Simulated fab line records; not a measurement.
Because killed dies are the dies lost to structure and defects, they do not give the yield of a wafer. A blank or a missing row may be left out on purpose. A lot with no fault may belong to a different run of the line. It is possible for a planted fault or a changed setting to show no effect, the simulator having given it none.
The tool behind it: which one? + flow n5-finfet + 6 lots with 18 wafers sampled at 2 steps, on a route of 1938 steps

## WHAT EACH GAUGE READ, for each wafer
N5_PASSIVATION_CD_MEAS_30: target cd 4000 nm.
| lot  | measured     | on        | cd-nm (nm)           |
|------|--------------|-----------|----------------------|
| L640 | day 16 02:05 | cd-sem-03 | 3998.7 3995.3 3995.9 |
| L639 | day 16 05:47 | cd-sem-02 | 3998.4 4000.2 3998.8 |
| L642 | day 17 20:58 | cd-sem-01 | 3996.9 3997.4 3998.4 |
| L647 | day 18 22:28 | cd-sem-01 | 3996.5 3998.6 3997.9 |
| L650 | day 20 06:38 | cd-sem-02 | 3997.0 3998.7 3996.4 |
| L660 | day 21 21:14 | cd-sem-01 | 3997.7 3998.3 3998.7 |

## WHICH TOOL RAN EACH LOT (tool, then ch and the chambers of the sampled wafers, then the start)
| lot  | N5_PASSIVATION_PRE_CLEAN_19  |
|------|------------------------------|
| L640 | pvd-sputter-01, day 16 01:28 |
| L639 | pvd-sputter-02, day 16 05:02 |
| L642 | pvd-sputter-03, day 17 20:20 |
| L647 | pvd-sputter-03, day 18 21:44 |
| L650 | pvd-sputter-02, day 20 06:02 |
| L660 | pvd-sputter-01, day 21 20:38 |
- N5_PASSIVATION_PRE_CLEAN_19

## THE ANSWER, worked out from the rows above alone
Rule: usual is defined by the lots themselves. The widest of any qualifying gaps counts: lots, ordered by their means at a reading, are off when they make up no more than a third of the lots, leave a main group of 4 or more, and stand apart from it by 3 or more times the standard deviation of that group's means. A main group is skipped when, at the precision printed for the reading in the tables above, its means are all equal. Also off: a lot with no number at a reading for which 4 or more lots have one. All remaining lots with rows at the step are treated as sound.
Nothing can be told from this: no lot is off at any reading shown.

## WHAT THE SIMULATOR HAD PUT IN
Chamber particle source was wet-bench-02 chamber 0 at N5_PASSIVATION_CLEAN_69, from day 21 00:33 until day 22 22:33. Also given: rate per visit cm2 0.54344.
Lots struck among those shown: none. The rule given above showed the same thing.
